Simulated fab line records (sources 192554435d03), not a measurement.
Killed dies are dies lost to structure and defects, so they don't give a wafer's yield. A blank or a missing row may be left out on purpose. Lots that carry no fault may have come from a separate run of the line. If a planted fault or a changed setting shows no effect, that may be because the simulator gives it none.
fab line records	flow n5-finfet
record: lots: 24	wafers: 72	last-day: 18
route steps=1938 shown BEOL_M4@1078 BEOL_M5@1132
lots that met no fault: from a run of the same line without faults
start-h: hours from the record's opening day to when the first of the lot's shown wafers began	wait-h: hours from the lot's prior step to this one	" as in the row above	L1.1+2: several wafers, shown together as one row	- no value, or no start was given	* or withheld: withheld	< > ~ a bound
route shown NAME@n: NAME is a module with steps in the file, n the number in the route of the first one	usual: mean/standard deviation taken from wafers without a fault	same: alike in all rows	chamber/n: place in a boat	sites: readings site by site	_std_site: how widely they spread, as a standard deviation	_edge_site: outer sites' mean less inner sites'	radius-mm: for every site, how far away it sits from the centre of the wafer	mask NAME#n: copy n	behind: the tool/chamber that last shaped the wafer	hold: reason for holding the lot/hours on hold/outcome of the hold	device: names the non-switching transistor (n, p or np)	end of line: the route-end tests of the same wafers	step lacking rows: just its recipe	killed: count of dies lost to structure and defects at first sort (not the wafer's yield)	map: the dies of a wafer, with x for killed, . for not killed, _ for no die there
set.NAME: the setting that was run; set.NAME@STEP: the one run at that earlier step	model.NAME: the simulator's own value behind a step, which no gauge read
route steps across a sampled set of lots; one table per step, one row per wafer
services: a tool's chamber out of use, with start hour (start-h, from the record's first day; less than 0 if before it), hours out, and reason
== steps ==
step: N5_BEOL_M4_CD_MEAS_35
recipe: target-cd-nm: 18	target-cd-y-nm: 22.4	polarity: opening
usual: cd-nm: 18.1/0.42
lot.wafer	tool	chamber	start-h	wait-h	cd-nm
L074.4	cd-sem-01	-	163.18	0.0	18.1
L074.5	"	-	"	"	18.3
L074.6	"	-	"	"	17.5
L075.3	cd-sem-01	-	166.22	0.0	18.5
L075.4	"	-	"	"	18.5
L075.5	"	-	"	"	18.4
L076.2	cd-sem-02	-	169.21	0.0	17.7
L076.3	"	-	"	"	18.5
L076.4	"	-	"	"	18.8
L077.3	cd-sem-02	-	186.80	0.0	18.4
L077.4	"	-	"	"	18.5
L077.5	"	-	"	"	17.9
L078.1	cd-sem-02	-	189.94	0.0	18.0
L078.2	"	-	"	"	18.2
L078.4	"	-	"	"	18.2
L080.1	cd-sem-02	-	196.39	0.0	18.6
L080.2	"	-	"	"	17.9
L080.5	"	-	"	"	17.9
L079.1	cd-sem-02	-	196.55	0.0	18.7
L079.3	"	-	"	"	18.0
L079.4	"	-	"	"	18.4
L081.2	cd-sem-02	-	205.61	0.0	17.8
L081.3	"	-	"	"	18.0
L081.6	"	-	"	"	18.0
L082.1	cd-sem-02	-	217.64	0.0	18.3
L082.4	"	-	"	"	17.6
L082.5	"	-	"	"	18.3
L083.3	cd-sem-01	-	217.69	0.0	18.6
L083.5	"	-	"	"	18.6
L083.6	"	-	"	"	18.0
L084.3	cd-sem-02	-	221.56	0.0	18.5
L084.4	"	-	"	"	17.5
L084.6	"	-	"	"	18.0
L085.1	cd-sem-01	-	230.65	0.0	18.6
L085.3	"	-	"	"	17.1
L085.5	"	-	"	"	17.9
L086.1	cd-sem-02	-	243.74	0.0	18.0
L086.2	"	-	"	"	18.2
L086.6	"	-	"	"	17.9
L087.1	cd-sem-03	-	246.84	0.0	18.7
L087.5	"	-	"	"	19.0
L087.6	"	-	"	"	17.8
L089.3	cd-sem-03	-	268.47	0.0	17.7
L089.5	"	-	"	"	17.8
L089.6	"	-	"	"	18.0
L088.1	cd-sem-02	-	271.60	0.0	17.8
L088.2	"	-	"	"	18.1
L088.5	"	-	"	"	17.6
L090.1	cd-sem-01	-	279.21	0.0	18.2
L090.4	"	-	"	"	18.2
L090.5	"	-	"	"	17.4
L091.2	cd-sem-01	-	279.49	0.0	18.0
L091.3	"	-	"	"	17.7
L091.5	"	-	"	"	16.8
L092.1	cd-sem-01	-	279.86	0.0	18.0
L092.4	"	-	"	"	17.4
L092.6	"	-	"	"	18.2
L093.1	cd-sem-01	-	282.02	0.0	17.7
L093.2	"	-	"	"	18.0
L093.6	"	-	"	"	18.0
L094.3	cd-sem-02	-	297.48	0.0	18.0
L094.4	"	-	"	"	17.9
L094.6	"	-	"	"	18.0
L095.1	cd-sem-03	-	303.79	0.0	18.0
L095.5	"	-	"	"	17.5
L095.6	"	-	"	"	18.4
L097.3	cd-sem-01	-	313.71	0.0	18.3
L097.4	"	-	"	"	18.6
L097.6	"	-	"	"	17.6
L096.1	cd-sem-03	-	314.20	0.0	18.3
L096.2	"	-	"	"	17.6
L096.4	"	-	"	"	17.2
step: N5_BEOL_M4_SPUTTER_79
recipe: material: Cu	target-thk-a: 45	temp-c: -20	chamber-pressure-pa: 0.07	power-w: withheld	time-s: 8.29
usual: susceptor-temp-C: -19.99/0.099	throttle-valve-pct: 29.9/0.72
lot.wafer	tool	chamber	start-h	wait-h	susceptor-temp-C	throttle-valve-pct
L074.4	pvd-sputter-01	-	164.12	0.1	-20.07	29.0
L074.5	"	-	"	"	-19.94	28.8
L074.6	"	-	"	"	-20.08	30.6
L075.3	pvd-sputter-03	-	167.30	0.1	-19.99	29.2
L075.4	"	-	"	"	-19.93	31.8
L075.5	"	-	"	"	-20.13	29.2
L076.2	pvd-sputter-02	-	170.52	0.1	-20.00	29.8
L076.3	"	-	"	"	-19.96	29.9
L076.4	"	-	"	"	-19.85	29.8
L077.3	pvd-sputter-01	-	187.95	0.1	-19.90	30.9
L077.4	"	-	"	"	-19.84	28.7
L077.5	"	-	"	"	-19.84	30.1
L078.1	pvd-sputter-03	-	190.99	0.1	-20.10	29.3
L078.2	"	-	"	"	-20.05	30.0
L078.4	"	-	"	"	-20.06	31.8
L080.1	pvd-sputter-01	-	197.52	0.1	-19.87	28.8
L080.2	"	-	"	"	-19.96	29.9
L080.5	"	-	"	"	-19.83	30.0
L079.1	pvd-sputter-02	-	198.55	0.1	-19.92	30.3
L079.3	"	-	"	"	-19.90	29.8
L079.4	"	-	"	"	-19.91	29.7
L081.2	pvd-sputter-02	-	206.48	0.1	-20.03	30.1
L081.3	"	-	"	"	-19.93	29.5
L081.6	"	-	"	"	-20.07	30.0
L082.1	pvd-sputter-02	-	219.28	0.1	-20.11	30.4
L082.4	"	-	"	"	-19.90	30.0
L082.5	"	-	"	"	-19.90	29.7
L083.3	pvd-sputter-01	-	219.61	0.1	-20.18	30.7
L083.5	"	-	"	"	-19.97	28.5
L083.6	"	-	"	"	-20.05	30.7
L084.3	pvd-sputter-02	-	222.43	0.1	-20.05	30.0
L084.4	"	-	"	"	-19.85	30.2
L084.6	"	-	"	"	-19.93	29.6
L085.1	pvd-sputter-01	-	232.77	0.1	-20.01	28.8
L085.3	"	-	"	"	-19.94	28.8
L085.5	"	-	"	"	-19.92	29.8
L086.1	pvd-sputter-03	-	245.35	0.1	-20.19	31.8
L086.2	"	-	"	"	-19.96	30.2
L086.6	"	-	"	"	-20.05	30.9
L087.1	pvd-sputter-03	-	248.17	0.1	-19.98	29.1
L087.5	"	-	"	"	-19.97	31.0
L087.6	"	-	"	"	-20.15	30.0
L089.3	pvd-sputter-02	-	269.32	0.1	-19.92	29.8
L089.5	"	-	"	"	-19.94	30.0
L089.6	"	-	"	"	-20.00	30.0
L088.1	pvd-sputter-02	-	274.00	0.1	-20.05	30.1
L088.2	"	-	"	"	-19.78	29.7
L088.5	"	-	"	"	-20.11	30.2
L090.1	pvd-sputter-02	-	280.25	0.1	-19.98	29.8
L090.4	"	-	"	"	-19.92	29.8
L090.5	"	-	"	"	-20.07	30.3
L091.2	pvd-sputter-01	-	280.45	0.1	-20.06	30.7
L091.3	"	-	"	"	-20.17	28.7
L091.5	"	-	"	"	-20.11	30.0
L092.1	pvd-sputter-02	-	282.17	0.1	-19.94	30.0
L092.4	"	-	"	"	-20.06	29.6
L092.6	"	-	"	"	-19.97	29.5
L093.1	pvd-sputter-01	-	283.53	0.1	-20.01	28.8
L093.2	"	-	"	"	-20.01	30.0
L093.6	"	-	"	"	-19.90	28.8
L094.3	pvd-sputter-02	-	299.14	0.1	-19.90	30.1
L094.4	"	-	"	"	-19.92	29.6
L094.6	"	-	"	"	-19.84	30.1
L095.1	pvd-sputter-01	-	305.21	0.1	-20.05	28.5
L095.5	"	-	"	"	-20.03	30.6
L095.6	"	-	"	"	-20.07	28.6
L097.3	pvd-sputter-02	-	315.18	0.1	-20.05	30.2
L097.4	"	-	"	"	-20.00	29.9
L097.6	"	-	"	"	-20.00	30.1
L096.1	pvd-sputter-02	-	317.06	0.1	-19.91	29.9
L096.2	"	-	"	"	-19.91	30.1
L096.4	"	-	"	"	-19.92	29.8
step: N5_BEOL_M4_SPUTTER_81
recipe: material: Cu	target-thk-a: 45	temp-c: -20	chamber-pressure-pa: 0.07	power-w: withheld	time-s: 8.29
usual: susceptor-temp-C: -20.01/0.11	throttle-valve-pct: 29.9/0.73
lot.wafer	tool	chamber	start-h	wait-h	susceptor-temp-C	throttle-valve-pct
L074.4	pvd-sputter-01	-	164.34	0.1	-20.26	29.0
L074.5	"	-	"	"	-19.90	28.5
L074.6	"	-	"	"	-20.20	30.5
L075.3	pvd-sputter-03	-	167.52	0.1	-19.96	29.2
L075.4	"	-	"	"	-20.02	31.5
L075.5	"	-	"	"	-19.93	29.1
L076.2	pvd-sputter-02	-	170.74	0.1	-20.11	29.8
L076.3	"	-	"	"	-20.07	30.0
L076.4	"	-	"	"	-19.92	29.9
L077.3	pvd-sputter-01	-	188.17	0.1	-20.16	30.6
L077.4	"	-	"	"	-20.20	28.6
L077.5	"	-	"	"	-19.99	29.9
L078.1	pvd-sputter-03	-	191.21	0.1	-20.01	29.2
L078.2	"	-	"	"	-19.88	30.0
L078.4	"	-	"	"	-19.93	31.7
L080.1	pvd-sputter-01	-	197.74	0.1	-19.95	28.8
L080.2	"	-	"	"	-20.13	30.0
L080.5	"	-	"	"	-20.16	30.0
L079.1	pvd-sputter-02	-	198.77	0.1	-20.06	30.0
L079.3	"	-	"	"	-20.04	29.8
L079.4	"	-	"	"	-20.22	29.6
L081.2	pvd-sputter-02	-	206.70	0.1	-19.83	30.2
L081.3	"	-	"	"	-20.07	29.7
L081.6	"	-	"	"	-19.93	30.2
L082.1	pvd-sputter-02	-	219.50	0.1	-20.08	30.2
L082.4	"	-	"	"	-20.09	30.0
L082.5	"	-	"	"	-19.95	29.9
L083.3	pvd-sputter-01	-	219.83	0.1	-20.16	30.6
L083.5	"	-	"	"	-20.06	28.6
L083.6	"	-	"	"	-20.13	30.9
L084.3	pvd-sputter-02	-	222.65	0.1	-20.10	29.9
L084.4	"	-	"	"	-20.29	30.3
L084.6	"	-	"	"	-19.95	29.5
L085.1	pvd-sputter-01	-	232.99	0.1	-19.87	28.8
L085.3	"	-	"	"	-19.87	28.8
L085.5	"	-	"	"	-19.98	30.0
L086.1	pvd-sputter-03	-	245.57	0.1	-19.95	31.5
L086.2	"	-	"	"	-19.81	30.0
L086.6	"	-	"	"	-20.01	30.7
L087.1	pvd-sputter-03	-	248.39	0.1	-19.81	29.2
L087.5	"	-	"	"	-20.06	30.9
L087.6	"	-	"	"	-20.01	30.4
L089.3	pvd-sputter-02	-	269.54	0.1	-20.07	29.5
L089.5	"	-	"	"	-19.93	30.1
L089.6	"	-	"	"	-19.97	30.4
L088.1	pvd-sputter-02	-	274.22	0.1	-19.99	30.3
L088.2	"	-	"	"	-19.94	29.7
L088.5	"	-	"	"	-19.89	30.6
L090.1	pvd-sputter-02	-	280.47	0.1	-19.89	29.8
L090.4	"	-	"	"	-20.20	29.7
L090.5	"	-	"	"	-20.12	30.2
L091.2	pvd-sputter-01	-	280.67	0.1	-20.07	30.7
L091.3	"	-	"	"	-20.04	28.8
L091.5	"	-	"	"	-19.98	29.8
L092.1	pvd-sputter-02	-	282.39	0.1	-20.16	30.0
L092.4	"	-	"	"	-20.11	29.6
L092.6	"	-	"	"	-20.04	29.7
L093.1	pvd-sputter-01	-	283.75	0.1	-20.15	28.7
L093.2	"	-	"	"	-20.08	30.0
L093.6	"	-	"	"	-20.02	28.6
L094.3	pvd-sputter-02	-	299.36	0.1	-19.89	29.9
L094.4	"	-	"	"	-19.99	29.8
L094.6	"	-	"	"	-20.01	30.1
L095.1	pvd-sputter-01	-	305.43	0.1	-19.84	28.3
L095.5	"	-	"	"	-20.26	30.7
L095.6	"	-	"	"	-19.75	28.4
L097.3	pvd-sputter-02	-	315.40	0.1	-19.96	30.4
L097.4	"	-	"	"	-20.05	29.9
L097.6	"	-	"	"	-20.07	30.4
L096.1	pvd-sputter-02	-	317.28	0.1	-19.85	29.9
L096.2	"	-	"	"	-19.99	30.3
L096.4	"	-	"	"	-19.93	29.9
step: N5_BEOL_M4_ANNEAL_89
recipe: temp-c: 400	time-s: 240	ambient: vacuum
usual: heater-power-w: 927/89	susceptor-temp-C: 399.97/0.23
lot.wafer	tool	chamber	start-h	wait-h	heater-power-w	susceptor-temp-C
L074.4	pvd-sputter-01	-	164.86	0.0	866	400.46
L074.5	"	-	"	"	930	399.93
L074.6	"	-	"	"	991	400.02
L075.3	pvd-sputter-03	-	168.04	0.0	823	400.32
L075.4	"	-	"	"	930	400.28
L075.5	"	-	"	"	837	400.01
L076.2	pvd-sputter-02	-	171.26	0.0	999	399.63
L076.3	"	-	"	"	902	399.70
L076.4	"	-	"	"	746	399.86
L077.3	pvd-sputter-01	-	188.69	0.0	1017	399.84
L077.4	"	-	"	"	898	399.90
L077.5	"	-	"	"	1019	399.58
L078.1	pvd-sputter-03	-	191.73	0.0	812	400.27
L078.2	"	-	"	"	991	400.11
L078.4	"	-	"	"	944	399.73
L080.1	pvd-sputter-01	-	198.26	0.0	842	400.08
L080.2	"	-	"	"	1049	399.69
L080.5	"	-	"	"	1057	399.83
L079.1	pvd-sputter-02	-	199.29	0.0	759	399.57
L079.3	"	-	"	"	900	400.03
L079.4	"	-	"	"	1014	400.30
L081.2	pvd-sputter-02	-	207.22	0.0	898	400.04
L081.3	"	-	"	"	1010	400.07
L081.6	"	-	"	"	932	399.96
L082.1	pvd-sputter-02	-	220.02	0.0	918	400.21
L082.4	"	-	"	"	755	400.24
L082.5	"	-	"	"	903	399.77
L083.3	pvd-sputter-01	-	220.35	0.0	1026	399.84
L083.5	"	-	"	"	924	399.99
L083.6	"	-	"	"	1028	400.02
L084.3	pvd-sputter-02	-	223.17	0.0	752	399.84
L084.4	"	-	"	"	927	399.85
L084.6	"	-	"	"	1041	399.90
L085.1	pvd-sputter-01	-	233.51	0.0	842	399.67
L085.3	"	-	"	"	920	400.27
L085.5	"	-	"	"	1038	399.89
L086.1	pvd-sputter-03	-	246.09	0.0	910	399.72
L086.2	"	-	"	"	975	399.97
L086.6	"	-	"	"	820	399.86
L087.1	pvd-sputter-03	-	248.91	0.0	818	400.26
L087.5	"	-	"	"	836	399.82
L087.6	"	-	"	"	994	400.01
L089.3	pvd-sputter-02	-	270.06	0.0	1008	400.01
L089.5	"	-	"	"	779	400.07
L089.6	"	-	"	"	941	400.12
L088.1	pvd-sputter-02	-	274.74	0.0	909	400.11
L088.2	"	-	"	"	897	399.95
L088.5	"	-	"	"	923	400.00
L090.1	pvd-sputter-02	-	280.99	0.0	1025	400.41
L090.4	"	-	"	"	900	399.46
L090.5	"	-	"	"	767	400.12
L091.2	pvd-sputter-01	-	281.19	0.0	1014	400.04
L091.3	"	-	"	"	853	399.51
L091.5	"	-	"	"	1036	399.77
L092.1	pvd-sputter-02	-	282.91	0.0	768	399.90
L092.4	"	-	"	"	1057	399.88
L092.6	"	-	"	"	1023	400.25
L093.1	pvd-sputter-01	-	284.27	0.0	865	399.65
L093.2	"	-	"	"	1033	399.91
L093.6	"	-	"	"	891	399.77
L094.3	pvd-sputter-02	-	299.88	0.0	748	400.21
L094.4	"	-	"	"	1028	400.32
L094.6	"	-	"	"	768	400.23
L095.1	pvd-sputter-01	-	305.95	0.0	862	399.94
L095.5	"	-	"	"	1029	399.91
L095.6	"	-	"	"	916	400.16
L097.3	pvd-sputter-02	-	315.92	0.0	939	400.04
L097.4	"	-	"	"	923	400.10
L097.6	"	-	"	"	973	399.85
L096.1	pvd-sputter-02	-	317.80	0.0	768	399.57
L096.2	"	-	"	"	928	399.89
L096.4	"	-	"	"	1012	399.61
step: N5_BEOL_M5_ETCH_62
recipe: chemistry: N2/H2	target: SOC	target-depth-a: 750	overetch-a: 150	mask-material: SiARC	temp-c: 40	time-s: 112.5	ion-energy-ev: 200	pressure-mtorr: 30	source-w: 840	bias-w: 150	n2-flow-sccm: 200	h2-flow-sccm: 200
usual: drypump-motor-current-A: 5.8/0.56	oes-product-au: 0.61/0.067	rf-vpp-V: 523.9/2.5	showerhead-plenum-p-Torr: 2.55/0.086	throttle-valve-pct: 17.7/0.32
lot.wafer	tool	chamber	start-h	wait-h	drypump-motor-current-A	oes-product-au	rf-hours-counter-h	rf-vpp-V	showerhead-plenum-p-Torr	throttle-valve-pct
L074.4	rie-diel-06	0	170.13	0.0	5.9	0.57	194	525.4	2.65	18.1
L074.5	"	0	"	"	5.9	0.58	-	526.5	2.65	18.1
L074.6	"	1	"	"	5.4	0.67	-	524.7	2.56	17.1
L075.3	rie-diel-02	0	175.29	0.0	6.4	0.76	8	525.2	2.59	17.2
L075.4	"	2	"	"	6.3	0.58	183	519.9	2.43	17.9
L075.5	"	0	"	"	6.4	0.76	-	526.2	2.59	17.2
L076.2	rie-diel-06	3	177.11	0.0	5.2	0.57	171	521.6	2.44	18.0
L076.3	"	2	"	"	6.2	0.69	33	523.3	2.48	17.8
L076.4	"	1	"	"	5.4	0.65	59	524.6	2.56	17.1
L077.3	rie-diel-06	2	194.04	0.0	6.1	0.69	37	522.3	2.47	17.8
L077.4	"	1	"	"	5.4	0.66	63	526.5	2.56	17.2
L077.5	"	3	"	"	5.2	0.57	-	519.1	2.44	18.0
L078.1	rie-diel-04	0	196.32	0.0	5.3	0.60	156	525.9	2.66	17.8
L078.2	"	1	"	"	6.3	0.57	201	526.9	2.65	17.7
L078.4	"	3	"	"	5.9	0.56	237	521.1	2.40	17.8
L080.1	rie-diel-04	2	204.20	0.0	4.9	0.58	207	525.2	2.62	17.7
L080.2	"	0	"	"	5.4	0.59	159	526.3	2.66	17.9
L080.5	"	0	"	"	5.3	0.59	-	526.7	2.66	17.9
L079.1	rie-diel-06	1	204.77	0.0	5.4	0.65	66	525.2	2.55	17.2
L079.3	"	2	"	"	6.2	0.70	39	520.8	2.47	17.8
L079.4	"	3	"	"	5.2	0.57	177	520.6	2.44	18.0
L081.2	rie-diel-02	3	213.17	0.0	6.5	0.57	199	523.6	2.54	17.9
L081.3	"	2	"	"	6.3	0.57	195	520.1	2.43	17.9
L081.6	"	2	"	"	6.3	0.57	-	520.6	2.43	17.9
L083.3	rie-diel-02	2	225.32	0.0	6.3	0.58	198	519.8	2.43	17.9
L083.5	"	0	"	"	6.4	0.72	-	524.6	2.59	17.3
L083.6	"	2	"	"	6.3	0.57	-	518.9	2.43	17.9
L082.1	rie-diel-04	3	225.51	0.0	5.9	0.54	246	518.8	2.39	17.8
L082.4	"	1	"	"	6.3	0.57	211	525.8	2.64	17.7
L082.5	"	1	"	"	6.3	0.57	-	526.5	2.64	17.7
L084.3	rie-diel-04	1	228.95	0.0	6.3	0.57	213	526.4	2.64	17.7
L084.4	"	2	"	"	4.9	0.57	215	527.2	2.62	17.7
L084.6	"	3	"	"	5.9	0.55	-	519.3	2.39	17.8
L085.1	rie-diel-02	2	238.50	0.0	6.3	0.57	202	520.1	2.43	17.9
L085.3	"	0	"	"	6.4	0.72	25	525.5	2.59	17.3
L085.5	"	0	"	"	6.4	0.72	-	525.7	2.59	17.3
L086.1	rie-diel-04	0	251.09	0.0	5.3	0.58	175	527.6	2.65	17.9
L086.2	"	2	"	"	4.9	0.57	223	524.7	2.61	17.7
L086.6	"	1	"	"	6.3	0.56	-	525.5	2.64	17.7
L087.1	rie-diel-06	2	253.38	0.0	6.2	0.67	52	522.4	2.47	17.8
L087.5	"	0	"	"	5.9	0.56	-	526.3	2.64	18.2
L087.6	"	1	"	"	5.4	0.64	-	523.2	2.55	17.2
L089.3	rie-diel-04	1	277.69	0.0	6.3	0.56	230	525.8	2.63	17.8
L089.5	"	2	"	"	4.9	0.56	-	526.3	2.61	17.7
L089.6	"	1	"	"	6.3	0.56	-	524.6	2.63	17.8
L088.1	rie-diel-02	2	283.80	0.0	6.3	0.56	216	519.3	2.42	17.9
L088.2	"	3	"	"	6.5	0.55	220	522.2	2.53	18.0
L088.5	"	0	"	"	6.4	0.70	-	524.7	2.58	17.3
L090.1	rie-diel-02	3	288.82	0.0	6.5	0.56	222	522.1	2.53	18.0
L090.4	"	3	"	"	6.4	0.55	-	522.4	2.53	17.9
L090.5	"	0	"	"	6.5	0.70	-	524.5	2.58	17.3
L091.2	rie-diel-04	0	289.04	0.0	5.3	0.58	187	525.3	2.64	17.9
L091.3	"	3	"	"	5.9	0.76	7	527.3	2.71	17.4
L091.5	"	0	"	"	5.3	0.58	-	527.1	2.64	17.9
L092.1	rie-diel-06	2	289.88	0.0	6.2	0.66	62	519.7	2.46	17.8
L092.4	"	1	"	"	5.4	0.63	90	524.9	2.54	17.2
L092.6	"	2	"	"	6.2	0.67	-	522.7	2.46	17.8
L093.1	rie-diel-02	2	291.41	0.0	6.3	0.56	219	520.1	2.42	18.0
L093.2	"	1	"	"	5.1	0.77	1	524.4	2.60	17.1
L093.6	"	0	"	"	6.4	0.70	-	527.3	2.58	17.3
L094.3	rie-diel-02	2	304.74	0.0	6.3	0.55	223	520.5	2.42	17.9
L094.4	"	0	"	"	6.5	0.69	46	524.2	2.58	17.3
L094.6	"	0	"	"	6.4	0.69	-	525.5	2.58	17.3
L095.1	rie-diel-06	0	311.78	0.0	5.9	0.55	231	525.4	2.63	18.2
L095.5	"	3	"	"	5.2	0.55	-	519.7	2.43	18.1
L095.6	"	2	"	"	6.2	0.66	-	521.2	2.46	17.8
L097.3	rie-diel-02	2	320.46	0.0	6.3	0.55	227	520.5	2.42	18.0
L097.4	"	1	"	"	5.1	0.74	9	525.0	2.60	17.1
L097.6	"	0	"	"	6.5	0.69	-	524.4	2.58	17.3
L096.1	rie-diel-06	1	322.81	0.0	5.5	0.62	99	525.4	2.54	17.2
L096.2	"	0	"	"	5.9	0.55	234	526.0	2.63	18.2
L096.4	"	3	"	"	5.2	0.55	207	518.2	2.43	18.1
step: N5_BEOL_M5_HM_OPEN_17
recipe: chemistry: Cl2/BCl3	target-depth-a: 200	overetch-a: 60	target: TiN	mask-material: SOC	ion-energy-ev: 150	pressure-mtorr: 10	icp-w: 1000	bias-w: 126	Cl2_flow_sccm: 53.25	bcl3-flow-sccm: 21.75	Ar_flow_sccm: 25
usual: drypump-motor-current-A: 5.66/0.22	mfc-ar-sccm: 25.00/0.07	oes-product-au: 0.67/0.076	throttle-valve-pct: 22.35/0.22
lot.wafer	tool	chamber	start-h	wait-h	drypump-motor-current-A	mfc-ar-sccm	oes-product-au	rf-hours-counter-h	throttle-valve-pct
L074.4	rie-metal-02	0	170.33	0.1	4.95	25.02	0.53	-	22.35
L074.5	"	0	"	"	4.95	24.97	0.53	-	22.35
L074.6	"	1	"	"	5.49	25.05	0.52	-	22.33
L075.3	rie-metal-03	0	175.49	0.1	5.65	24.96	0.61	-	22.28
L075.4	"	1	"	"	5.90	24.90	0.67	-	22.48
L075.5	"	0	"	"	5.65	25.00	0.61	-	22.26
L076.2	rie-metal-01	0	177.31	0.1	5.47	25.00	0.77	-	22.58
L076.3	"	0	"	"	5.45	25.12	0.78	-	22.57
L076.4	"	0	"	"	5.46	25.07	0.78	-	22.56
L077.3	rie-metal-03	0	194.24	0.1	5.65	24.93	0.62	-	22.26
L077.4	"	1	"	"	5.91	24.97	0.68	-	22.45
L077.5	"	0	"	"	5.65	24.98	0.62	-	22.26
L078.1	rie-metal-03	1	196.49	0.0	5.91	25.07	0.67	38	22.47
L078.2	"	0	"	"	5.67	24.92	0.61	61	22.27
L078.4	"	1	"	"	5.90	25.12	0.68	-	22.49
L080.1	rie-metal-03	0	204.36	0.0	5.69	24.96	0.61	62	22.27
L080.2	"	1	"	"	5.89	24.85	0.66	39	22.47
L080.5	"	1	"	"	5.89	25.03	0.68	-	22.47
L079.1	rie-metal-03	0	204.93	0.0	5.64	25.03	0.60	62	22.28
L079.3	"	1	"	"	5.91	24.96	0.66	-	22.51
L079.4	"	0	"	"	5.66	25.05	0.60	-	22.28
L081.2	rie-metal-01	1	213.34	0.0	5.61	24.95	0.76	14	21.81
L081.3	"	1	"	"	5.62	24.96	0.76	-	21.80
L081.6	"	1	"	"	5.59	25.00	0.77	-	21.78
L083.3	rie-metal-02	1	225.54	0.1	5.50	24.94	0.84	-	22.25
L083.5	"	1	"	"	5.52	25.01	0.84	-	22.25
L083.6	"	1	"	"	5.55	25.01	0.84	-	22.22
L082.1	rie-metal-03	1	225.68	0.0	5.93	25.01	0.67	40	22.47
L082.4	"	0	"	"	5.68	25.00	0.61	-	22.28
L082.5	"	1	"	"	5.88	25.11	0.68	-	22.46
L084.3	rie-metal-03	1	229.15	0.1	5.92	25.11	0.67	-	22.49
L084.4	"	0	"	"	5.67	24.98	0.61	-	22.27
L084.6	"	0	"	"	5.68	24.95	0.61	-	22.27
L085.1	rie-metal-01	0	238.67	0.0	5.47	25.04	0.75	12	22.58
L085.3	"	0	"	"	5.44	25.08	0.73	-	22.58
L085.5	"	0	"	"	5.48	25.13	0.73	-	22.59
L086.1	rie-metal-01	1	251.25	0.0	5.63	25.05	0.76	17	21.78
L086.2	"	0	"	"	5.48	25.07	0.73	13	22.58
L086.6	"	0	"	"	5.45	24.99	0.73	-	22.61
L087.1	rie-metal-03	1	253.54	0.0	5.92	24.99	0.66	43	22.49
L087.5	"	1	"	"	5.93	25.07	0.66	-	22.49
L087.6	"	0	"	"	5.64	24.98	0.61	-	22.28
L089.3	rie-metal-01	1	277.88	0.1	5.63	25.04	0.73	-	21.81
L089.5	"	0	"	"	5.48	25.01	0.73	-	22.59
L089.6	"	1	"	"	5.64	25.08	0.75	-	21.79
L088.1	rie-metal-03	1	283.97	0.0	5.93	25.06	0.65	46	22.51
L088.2	"	0	"	"	5.66	24.88	0.60	69	22.28
L088.5	"	1	"	"	5.91	24.99	0.65	-	22.52
L090.1	rie-metal-02	1	288.99	0.0	5.47	25.15	0.79	7	22.27
L090.4	"	1	"	"	5.48	25.23	0.78	-	22.25
L090.5	"	0	"	"	4.97	25.02	0.79	-	22.02
L091.2	rie-metal-03	0	289.21	0.0	5.66	24.99	0.60	69	22.27
L091.3	"	0	"	"	5.66	25.09	0.60	-	22.29
L091.5	"	1	"	"	5.92	24.88	0.65	-	22.51
L092.1	rie-metal-03	1	290.05	0.0	5.92	25.06	0.65	46	22.52
L092.4	"	0	"	"	5.66	24.95	0.60	-	22.29
L092.6	"	1	"	"	5.92	25.01	0.65	-	22.50
L093.1	rie-metal-03	1	291.58	0.0	5.94	25.00	0.66	46	22.50
L093.2	"	0	"	"	5.70	24.88	0.60	69	22.27
L093.6	"	0	"	"	5.67	25.02	0.60	-	22.28
L094.3	rie-metal-03	1	305.05	0.2	5.91	24.99	0.65	-	22.48
L094.4	"	0	"	"	5.61	25.11	0.59	-	22.30
L094.6	"	0	"	"	5.63	25.05	0.59	-	22.31
L095.1	rie-metal-03	1	311.95	0.0	5.89	24.87	0.65	48	22.52
L095.5	"	0	"	"	5.70	24.98	0.59	-	22.28
L095.6	"	1	"	"	5.91	24.80	0.64	-	22.50
L097.3	rie-metal-03	0	320.66	0.1	5.67	25.08	0.60	-	22.27
L097.4	"	1	"	"	5.93	24.95	0.64	-	22.52
L097.6	"	1	"	"	5.93	24.94	0.66	-	22.50
L096.1	rie-metal-01	0	322.98	0.0	5.47	25.04	0.72	20	22.59
L096.2	"	0	"	"	5.48	24.99	0.71	-	22.61
L096.4	"	0	"	"	5.47	24.97	0.71	-	22.62
== services ==
tool	chamber	start-h	hours	kind
pvd-sputter-03	-	155.67	1.6	repair
rie-metal-01	1	176.04	4.8	repair
pvd-sputter-01	-	176.49	2.6	repair
rie-diel-04	3	180.80	1.6	repair
rie-metal-02	1	204.81	-	clean
rie-metal-02	1	204.81	15.8	scheduled-down
rie-diel-02	1	222.31	5.3	repair
pvd-sputter-01	-	234.69	2.1	repair
rie-diel-04	3	237.79	-	clean
rie-diel-04	3	237.79	-	consumable-replace:focus-ring
rie-diel-04	3	237.79	-	consumable-replace:showerhead
rie-diel-04	3	237.79	23.2	scheduled-down
rie-diel-04	3	237.79	23.2	vent-cycle
rie-metal-03	-	242.53	0.8	repair
pvd-sputter-01	-	256.70	7.0	repair
rie-metal-02	-	260.14	0.2	repair
rie-diel-02	1	267.30	-	clean
rie-diel-02	1	267.30	-	consumable-replace:esc
rie-diel-02	1	267.30	-	consumable-replace:focus-ring
rie-diel-02	1	267.30	22.7	scheduled-down
rie-diel-02	1	267.30	22.7	vent-cycle
rie-metal-02	-	268.16	2.8	pm
rie-metal-01	0	311.77	1.4	repair
rie-metal-01	1	317.85	17.7	repair
== key ==
fault none
